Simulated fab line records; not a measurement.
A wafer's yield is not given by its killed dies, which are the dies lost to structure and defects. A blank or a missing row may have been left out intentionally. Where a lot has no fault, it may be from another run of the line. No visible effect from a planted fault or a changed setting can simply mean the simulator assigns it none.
The tool behind it: which one? | flow nandHarc | 13 lots with 39 wafers sampled at 5 steps, on a route of 1302 steps

== WHAT EACH GAUGE READ, for each wafer ==
NHARC_END_SORT_01. Usual: killedAtArray 63, standard deviation 18; killedAtOther 1.1, standard deviation 1.3; killedAtPeriphery 4.3, standard deviation 2.8; killedDies 68, standard deviation 18; killedOpen 3.3, standard deviation 2; killedShort 2.4, standard deviation 1.6.
lot  | measured     | on        | killedAtArray | killedAtOther | killedAtPeriphery | killedDies | killedOpen | killedShort | flag
L629 | day 25 04:48 | prober-01 | 58 48 52      | 0 1 0         | 3 2 1             | 61 51 53   | 2 2 4      | 5 3 1       | 
L631 | day 25 17:52 | prober-02 | 48 37 41      | 1 4 2         | 1 6 7             | 50 47 50   | 2 5 3      | 3 0 1       | 
L634 | day 31 09:53 | prober-02 | 65 82 65      | 3 4 2         | 1 0 3             | 69 86 70   | 6 2 6      | 2 7 4       | 
L633 | day 31 01:16 | prober-01 | 72 76         | 1 0           | 8 9               | 81 85      | 4 3        | 2 1         | 
L640 | day 32 00:43 | prober-02 | 61 54 64      | 2 1 1         | 1 2 2             | 64 57 67   | 1 2 1      | 1 0 2       | 

== TOOL THAT RAN EACH LOT (tool first, then ch and the chambers of the sampled wafers, then the start) ==
lot  | NHARC_A_STAIRCASE_ETCH_253        | NHARC_A_STAIRCASE_HM_DEP_456 | NHARC_A_STAIRCASE_DEP_259       | NHARC_A_STAIRCASE_EXPOSE_286
L627 | rieDiel-10 ch 0,2,3, day 15 19:19 | aclDep-01 ch 0, day 15 21:11 | pecvd-04 ch 0,1,2, day 15 23:04 | krfScanner-02 ch 0, day 16 05:34
L628 | rieDiel-04 ch 1,3, day 16 23:35   | aclDep-02 ch 0, day 17 00:52 | pecvd-02 ch 0,2, day 17 02:25   | krfScanner-02 ch 0, day 17 08:49
L629 | rieDiel-10 ch 0,2, day 17 00:52   | aclDep-03 ch 0, day 17 03:35 | pecvd-02 ch 0,2, day 17 05:35   | krfScanner-03 ch 0, day 17 16:00
L631 | rieDiel-04 ch 1,2,3, day 17 10:48 | aclDep-02 ch 0, day 17 15:16 | pecvd-01 ch 0,1,2, day 17 16:32 | krfScanner-04 ch 0, day 17 22:58
L630 | rieDiel-04 ch 1,2,3, day 17 19:37 | aclDep-02 ch 0, day 17 21:29 | pecvd-02 ch 0,1, day 17 22:46   | krfScanner-03 ch 0, day 18 05:36
L632 | rieDiel-03 ch 0,1, day 17 20:16   | aclDep-01 ch 0, day 17 22:19 | pecvd-04 ch 0,1,2, day 18 00:11 | krfScanner-03 ch 0, day 18 06:31
L634 | rieDiel-03 ch 1,2,3, day 18 17:13 | aclDep-03 ch 0, day 18 18:25 | pecvd-04 ch 0,1,2, day 18 20:02 | krfScanner-03 ch 0, day 19 03:26
L633 | rieDiel-03 ch 2,3, day 19 00:37   | aclDep-01 ch 0, day 19 06:31 | pecvd-01 ch 1,2, day 19 08:26   | krfScanner-03 ch 0, day 19 16:54
L640 | rieDiel-10 ch 1,2,3, day 21 08:29 | aclDep-01 ch 0, day 21 10:17 | pecvd-04 ch 0,1,2, day 21 12:08 | krfScanner-04 ch 0, day 21 18:41
L642 | rieDiel-10 ch 0,1, day 22 16:43   | aclDep-01 ch 0, day 22 20:11 | pecvd-04 ch 1,2, day 22 22:05   | krfScanner-03 ch 0, day 23 07:12
L643 | rieDiel-04 ch 0,3, day 22 20:20   | aclDep-02 ch 0, day 23 00:26 | pecvd-02 ch 0,2, day 23 01:42   | krfScanner-03 ch 0, day 23 09:10
L646 | rieDiel-10 ch 1,2, day 24 11:47   | aclDep-01 ch 0, day 24 13:38 | pecvd-01 ch 1,2, day 24 15:34   | krfScanner-02 ch 0, day 25 00:46
L648 | rieDiel-04 ch 1,2, day 24 15:43   | aclDep-01 ch 0, day 24 17:40 | pecvd-02 ch 0,1,2, day 24 19:15 | krfScanner-02 ch 0, day 25 01:52
- NHARC_A_STAIRCASE_ETCH_253: etches the open film in C4F8/O2, target depth 50 nm, time 20.2 s.
- NHARC_A_STAIRCASE_HM_DEP_456: deposits aC, target thk 3100 nm.
- NHARC_A_STAIRCASE_DEP_259: deposits SiON, target thk 30 nm.
- NHARC_A_STAIRCASE_EXPOSE_286: exposes mask CHOP 100.

== WHAT THE TOOLS THEMSELVES READ (means of the sampled wafers that have a number; where no wafer has one, the mark that the record gives instead) ==
NHARC_A_STAIRCASE_ETCH_253. Usual: oesProductAu 0.956 a.u., standard deviation 0.017; rfVppV 896 V, standard deviation 5.5.
lot  | tool       | oesProductAu (a.u.) | rfVppV (V) | flag
L627 | rieDiel-10 | 0.947               | 895        | 
L628 | rieDiel-04 | 0.968               | 891        | 
L629 | rieDiel-10 | 0.948               | 893        | 
L631 | rieDiel-04 | 0.924               | 891        | 
L630 | rieDiel-04 | 0.961               | 890        | 
L632 | rieDiel-03 | 0.953               | 906        | 
L634 | rieDiel-03 | 0.971               | 902        | 
L633 | rieDiel-03 | 0.958               | 899        | 
L640 | rieDiel-10 | 0.964               | 897        | 
L642 | rieDiel-10 | 0.960               | 898        | 
L643 | rieDiel-04 | 0.917               | 890        | 
L646 | rieDiel-10 | 0.970               | 899        | 
L648 | rieDiel-04 | 0.939               | 891        | 

NHARC_A_STAIRCASE_HM_DEP_456. Usual: throttleValvePct at 35.000 %, with a standard deviation of 0.01.
lot  | tool      | throttleValvePct (%) | flag
L627 | aclDep-01 | 34.993               | 
L628 | aclDep-02 | 35.010               | 
L629 | aclDep-03 | 34.993               | 
L631 | aclDep-02 | 34.998               | 
L630 | aclDep-02 | 34.985               | 
L632 | aclDep-01 | 35.015               | 
L634 | aclDep-03 | 35.001               | 
L633 | aclDep-01 | 34.994               | 
L640 | aclDep-01 | 35.005               | 
L642 | aclDep-01 | 35.004               | 
L643 | aclDep-02 | 34.997               | 
L646 | aclDep-01 | 35.000               | 
L648 | aclDep-01 | 34.995               | 

NHARC_A_STAIRCASE_DEP_259. Usual: heaterPowerW at 778 W, with a standard deviation of 82.
lot  | tool     | heaterPowerW (W) | flag
L627 | pecvd-04 | 844              | 
L628 | pecvd-02 | 721              | 
L629 | pecvd-02 | 714              | 
L631 | pecvd-01 | 758              | 
L630 | pecvd-02 | 852              | 
L632 | pecvd-04 | 829              | 
L634 | pecvd-04 | 834              | 
L633 | pecvd-01 | 764              | 
L640 | pecvd-04 | 790              | 
L642 | pecvd-04 | 835              | 
L643 | pecvd-02 | 749              | 
L646 | pecvd-01 | 736              | 
L648 | pecvd-02 | 802              | 

NHARC_A_STAIRCASE_EXPOSE_286. Usual: exposureDoseMJCm2 at 25.006, with a standard deviation of 0.022.
lot  | tool          | exposureDoseMJCm2 | flag
L627 | krfScanner-02 | 24.979            | 
L628 | krfScanner-02 | 24.987            | 
L629 | krfScanner-03 | 25.020            | 
L631 | krfScanner-04 | 25.034            | 
L630 | krfScanner-03 | 25.011            | 
L632 | krfScanner-03 | 25.000            | 
L634 | krfScanner-03 | 25.013            | 
L633 | krfScanner-03 | 18.947            | OFF
L640 | krfScanner-04 | 25.009            | 
L642 | krfScanner-03 | 18.961            | OFF
L643 | krfScanner-03 | 18.940            | OFF
L646 | krfScanner-02 | 25.011            | 
L648 | krfScanner-02 | 24.970            | 

== THE ANSWER, worked out from the rows above alone ==
Rule: a lot counts as off when the mean over its wafers that have a number is more than 3 standard deviations away from the usual mean. A lot without any number at a reading at which 4 lots or more have one is off too. Where the step has rows for the other lots, those lots are counted as sound. First the gauges in route order, then the tools' own readings, where a lot's mean is used as printed above. At the first step where some lot is off, the reading lying furthest off is the one used; lots without a number count as furthest.
Off at NHARC_A_STAIRCASE_EXPOSE_286 (exposureDoseMJCm2): L633, L642, L643.
If a tool, at that step or one of the process steps before it, ran each lot that is off and ran no sound lot following the first of them, it fits. One candidate fits, namely krfScanner-03 at NHARC_A_STAIRCASE_EXPOSE_286. A fault onset in the window from L634 (day 19 03:26, its last sound lot) to L633 (day 19 16:54, its first lot off) fits.
On the lots that are off, the tool's own readings at NHARC_A_STAIRCASE_EXPOSE_286 differ by more than 5 times the standard deviation of the sound lots' means, which bears it out; exposureDoseMJCm2 reads 18.949 there versus 25.003 on the sound lots.

== WHAT THE SIMULATOR HAD INSERTED ==
Process parameter drift: krfScanner-03, from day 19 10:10 on, at NHARC_A_STAIRCASE_EXPOSE_286. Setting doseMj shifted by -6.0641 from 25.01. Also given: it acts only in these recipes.
Lots struck among those shown: L633, L642, L643. The rule above reached the same finding.
